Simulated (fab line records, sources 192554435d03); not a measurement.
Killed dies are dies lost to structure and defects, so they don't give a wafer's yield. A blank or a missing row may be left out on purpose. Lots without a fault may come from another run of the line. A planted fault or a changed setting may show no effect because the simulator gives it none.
Split-lot experiment | flow n5_finfet | 7 lots, 21 wafers read, on a route of 1938 steps

THE SPLIT
At N5_WELL_APT_PEB_23 (peb time 90 s), the setting peb_time_s was moved away from the recipe's 90 s on 11 of the 21 wafers read, by -13.6% to +20.7%. The other wafers ran this setting at the recipe's value.

FROM THE SPLIT TO THE READING: what the file shows between them, 2 steps
- N5_WELL_APT_DEVELOP_24: develop time 45 s
- N5_WELL_APT_HARDBAKE_29: time 120 s

THE READING
WELL_APT.cd_nm (the simulator's own value, which no gauge read), in nm, at N5_WELL_APT_DESCUM_30 (chemistry O2, time 7.9 s). The file gives no usual value for it. The 10 wafers here that ran the recipe average 200.7 nm, standard deviation 1.7 nm.

wafer  | tool, chamber at the split | peb_time_s as run, s | against the recipe | WELL_APT.cd_nm, nm | against lot-mates on the recipe
L086.1 | litho_track-03, 0          | 90                   | recipe             | 198.7              | -
L086.2 | litho_track-03, 0          | 108.6                | +20.7%             | 208.6              | +10.3
L086.3 | litho_track-03, 0          | 90                   | recipe             | 197.9              | -
L088.1 | litho_track-01, 0          | 77.75                | -13.6%             | 194.9              | no lot-mate on the recipe
L088.2 | litho_track-01, 0          | 77.75                | -13.6%             | 189.6              | no lot-mate on the recipe
L088.3 | litho_track-01, 0          | 77.75                | -13.6%             | 191.8              | no lot-mate on the recipe
L089.2 | litho_track-03, 0          | 90                   | recipe             | 202                | -
L089.4 | litho_track-03, 0          | 90                   | recipe             | 203.9              | -
L089.5 | litho_track-03, 0          | 108.5                | +20.6%             | 207.5              | +4.6
L090.1 | litho_track-04, 0          | 107.2                | +19.1%             | 206.5              | +6.6
L090.3 | litho_track-04, 0          | 90                   | recipe             | 199.9              | -
L090.5 | litho_track-04, 0          | 107.2                | +19.1%             | 205.5              | +5.6
L092.1 | litho_track-04, 0          | 90                   | recipe             | 201.2              | -
L092.2 | litho_track-04, 0          | 90                   | recipe             | 200.3              | -
L092.5 | litho_track-04, 0          | 90                   | recipe             | 201                | -
L093.2 | litho_track-04, 0          | 90                   | recipe             | 202.5              | -
L093.4 | litho_track-04, 0          | 90                   | recipe             | 199.3              | -
L093.5 | litho_track-04, 0          | 105                  | +16.7%             | 206.3              | +5.4
L097.1 | litho_track-01, 0          | 107.4                | +19.3%             | 211.5              | no lot-mate on the recipe
L097.3 | litho_track-01, 0          | 107.4                | +19.3%             | 209.5              | no lot-mate on the recipe
L097.4 | litho_track-01, 0          | 107.4                | +19.3%             | 213.2              | no lot-mate on the recipe

THE FIT
A straight line over all 21 wafers: WELL_APT.cd_nm changes by +0.469 nm for each +1% of peb_time_s; r = +0.93; the points scatter about the line by 2.3 nm.
The same after taking each lot's own level away (the mean of its wafers on the recipe; 15 wafers): +0.339 nm for each +1%; r = +0.92; scatter 1.4 nm.
On that fit, the largest move of peb_time_s shifts the reading by 7 nm.
The lots' own levels span 198.30 to 202.95 nm, that is 2.7 times the standard deviation above.
So the lot-to-lot level changes the slope: the two fits differ.
Check: with one of the wafers moved furthest among these (+20.7%) left out of the fit, the line predicts +6.02 nm for it against its lot-mates. It came out at +10.3 nm against them.

OTHER SPLITS ON THESE WAFERS
These wafers also went through other splits before the reading. Each is held against what the fit with the lots' levels taken away leaves over:
other split on the same wafers  | wafers away from the commonest value | r with WELL_APT.cd_nm (lot level and that fit taken away)
N5_ZERO_LAYER_PEB_09 peb_time_s | as run: not given for these wafers   | -
N5_WELL_APT_COAT_19 spin_rpm    | 8                                    | +0.13

THE FILE'S OWN FIT
WELL_APT.cd_nm changes by +0.344 nm for each +1% of peb_time_s, r = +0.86.
